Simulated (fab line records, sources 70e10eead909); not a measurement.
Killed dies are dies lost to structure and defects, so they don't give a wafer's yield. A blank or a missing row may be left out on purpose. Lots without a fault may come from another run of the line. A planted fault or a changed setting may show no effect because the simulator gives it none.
A struck lot beside a sound one | flow nand_harc | 15 steps out of a route of 1302
Sound: wafers L952.3, L952.5, L952.6. Struck: wafers L944.1, L944.4, L944.5. The cause comes at the end.
At each step with rows: each side's tool, then ch and its chambers, then its first start. Under that, the readings that differ: sound wafers | struck wafers | difference of the means | sigmas: that difference in standard deviations of wafers without a fault.
alike: readings whose means differ by less than 2 such deviations, and words and numbers that are the same on both sides. not compared: withheld readings, readings that some wafer has no value for, bounds like >300 that may hide the same value, and numbers for which the record gives no deviation and whose values overlap.
The two part at a step that has a row with sigmas, a row that says differs or no value, or rows on one side only. Numbers that don't overlap but have no deviation are shown without sigmas and don't part them. A reading that every wafer of one side lacks parts them only if that side has two wafers or more.

NHARC_A_ONON_D2_THK_MEAS_08: measures by ellipsometry.
  sound on film_metro-01, day 18 10:39; struck on film_metro-02, day 15 12:44
  alike: thk_nm
then, 1 step without rows for these wafers: NHARC_A_ONON_D2_DEP_09 (target thk 1000 nm).
NHARC_A_ONON_D2_THK_MEAS_11: measures by ellipsometry.
  sound on film_metro-01, day 18 11:13; struck on film_metro-02, day 15 13:19
  alike: thk_nm
then, 1 step without rows for these wafers: NHARC_A_ONON_D2_DEP_12 (target thk 1000 nm).
NHARC_A_ONON_D2_THK_MEAS_14: measures by ellipsometry.
  sound on film_metro-01, day 18 11:55; struck on film_metro-02, day 15 13:52
  alike: thk_nm
then, 2 steps without rows for these wafers: NHARC_A_ONON_D2_ANNEAL_15 (time 3600 s); NHARC_A_ONON_D2_DEP_16 (target thk 1000 nm).
NHARC_A_ONON_D2_THK_MEAS_18: measures by ellipsometry.
  sound on film_metro-01, day 18 19:10; struck on film_metro-01, day 15 21:26
  alike: thk_nm
then, 1 step without rows for these wafers: NHARC_A_ONON_D2_DEP_19 (target thk 1000 nm).
NHARC_A_ONON_D2_THK_MEAS_21: measures by ellipsometry.
  sound on film_metro-01, day 18 19:44; struck on film_metro-01, day 15 21:59
  alike: thk_nm
then, 1 step without rows for these wafers: NHARC_A_ONON_D2_DEP_22 (target thk 1000 nm).
NHARC_A_ONON_D2_THK_MEAS_24: measures by ellipsometry.
  sound on film_metro-02, day 18 20:18; struck on film_metro-01, day 15 22:34
  alike: thk_nm
NHARC_A_ONON_D2_DEP_25: target thk 1000 nm.
  sound on pecvd_onon-03 ch 0, day 18 20:29; struck on pecvd_onon-01 ch 0, day 15 22:37
  reading               | sound             | struck            | difference | sigmas
  sih4_flow_sccm (sccm) | 210.2 209.7 210.0 | 168.3 168.8 167.5 | -41.8      | -66
  alike: n2_flow_sccm, susceptor_temp_C
NHARC_A_ONON_D2_THK_MEAS_27: measures by ellipsometry.
  sound on film_metro-02, day 18 20:52; struck on film_metro-01, day 15 23:08
  alike: thk_nm
-- the record jumps here: 11 days lie between the struck wafers' starts before and after (it left off in module A_ONON_D2 and takes up again in module END, whose first step shown is number 1302 of the route) --
NHARC_END_SORT_01:
  sound on prober-01 ch 0, day 30 07:59; struck on prober-02 ch 0, day 27 07:36
  alike: killed_at_array, killed_at_other, killed_at_periphery, killed_dies, killed_open, killed_short

WHERE THEY PART
Only at NHARC_A_ONON_D2_DEP_25, within this record. Later steps at which nothing parts them and some readings are alike: NHARC_A_ONON_D2_THK_MEAS_27, NHARC_END_SORT_01.

WHY: what the simulator had put in
Process parameter drift: pecvd_onon-01, from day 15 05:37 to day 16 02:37, at NHARC_A_ONON_D2_DEP_25. Setting sih4_flow_sccm, moved by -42, from 210. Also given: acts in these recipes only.
